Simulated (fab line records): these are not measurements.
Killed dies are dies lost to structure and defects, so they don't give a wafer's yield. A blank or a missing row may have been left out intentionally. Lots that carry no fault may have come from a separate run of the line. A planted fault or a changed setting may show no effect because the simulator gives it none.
Split-lot trial    flow n5Finfet    21 wafers read from 7 lots, route of 1938 steps

THE SPLIT ITSELF
At N5_BEOL_M8_PECVD_70 (deposits SiO2 from TEOS/O2, target thk 20 nm, time 22.7 s), the setting tempC was moved away from the recipe's 400 C on 5 of the 21 wafers read, by -1.2% to +4.0%. For the rest of the wafers, this setting stayed at what the recipe calls for.

Reading taken at the split's own step.

THE READING
SiO2_of_BEOL_M8_PECVD_70.thkNm (the simulator's own value, which no gauge read), in nm, at N5_BEOL_M8_PECVD_70 (deposits SiO2 from TEOS/O2, target thk 20 nm, time 22.7 s). There is no usual value for it anywhere in the file. Average 19.8 nm, standard deviation 0.25 nm, over the 16 wafers here run with the recipe.

wafer   tool, chamber at the split  tempC as run, C  against the recipe  SiO2_of_BEOL_M8_PECVD_70.thkNm, nm  against lot-mates on the recipe
L074.2  pecvd-03, 2,1,0             400              recipe              19.8                                -
L074.3  pecvd-03, 2,1,0             400              recipe              19.8                                -
L074.4  pecvd-03, 2,1,0             400              recipe              19.8                                -
L079.3  pecvd-02, 2                 400              recipe              20                                  -
L079.4  pecvd-02, 1                 400              recipe              19.8                                -
L079.5  pecvd-02, 1                 395.2            -1.2%               20.2                                +0.3
L081.1  pecvd-03, 2,1,0             400              recipe              19.6                                -
L081.3  pecvd-03, 2,1,0             400              recipe              19.6                                -
L081.5  pecvd-03, 2,1,0             400              recipe              19.6                                -
L082.1  pecvd-04, 1                 400              recipe              19.6                                -
L082.2  pecvd-04, 2                 400              recipe              19.8                                -
L082.4  pecvd-04, 2                 400              recipe              20                                  -
L083.2  pecvd-04, 0                 408.9            +2.2%               18.6                                -1.0
L083.4  pecvd-04, 2                 408.9            +2.2%               19                                  -0.6
L083.5  pecvd-04, 1                 400              recipe              19.6                                -
L087.2  pecvd-03, 1                 415.4            +3.8%               18                                  -2.3
L087.4  pecvd-03, 2                 400              recipe              20.2                                -
L087.5  pecvd-03, 1                 400              recipe              20.4                                -
L097.1  pecvd-03, 1                 400              recipe              20.2                                -
L097.3  pecvd-03, 0                 400              recipe              19.6                                -
L097.6  pecvd-03, 0                 415.8            +4.0%               17.4                                -2.5
Where a row lists several chambers, the file gives one row for several wafers and doesn't say which wafer went through which chamber.

THE FIT
A straight line over all 21 wafers: SiO2_of_BEOL_M8_PECVD_70.thkNm changes by -0.517 nm for each +1% of tempC; r = -0.94; the points scatter about the line by 0.26 nm.
The same after taking each lot's own level away (the mean of its wafers on the recipe; 21 wafers): -0.541 nm for each +1%; r = -0.96; scatter 0.23 nm.
On that fit, the largest move of tempC shifts the reading by 2.1 nm.
Measured against the standard deviation above, the lots' own levels, which go from 19.60 to 20.30 nm, span 2.8 times it.
So the lot-to-lot level changes the slope little: the two slopes agree.
Check: with one of the wafers moved furthest among these (+4.0%) left out of the fit, the line predicts -1.93 nm for it against its lot-mates. It came out at -2.5 nm against them.

THE OTHER SPLITS THESE WAFERS WENT THROUGH
Before the reading, these wafers also passed through other splits. Each is held against what the fit with the lots' levels taken away leaves over:
other split on the same wafers  wafers away from the commonest value  r with SiO2_of_BEOL_M8_PECVD_70.thkNm (lot level and that fit taken away)
N5_BEOL_M5_ETCH_72 biasW        6                                     -0.20
N5_BEOL_M6_EXPOSE_25 doseMj     3                                     +0.03
N5_BEOL_M7_COAT_59 spinRpm      7                                     +0.43
N5_BEOL_M7_EXPOSE_08 doseMj     10                                    +0.19

FILE'S OWN FIT
SiO2_of_BEOL_M8_PECVD_70.thkNm changes by -0.567 nm for each +1% of tempC, r = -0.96.
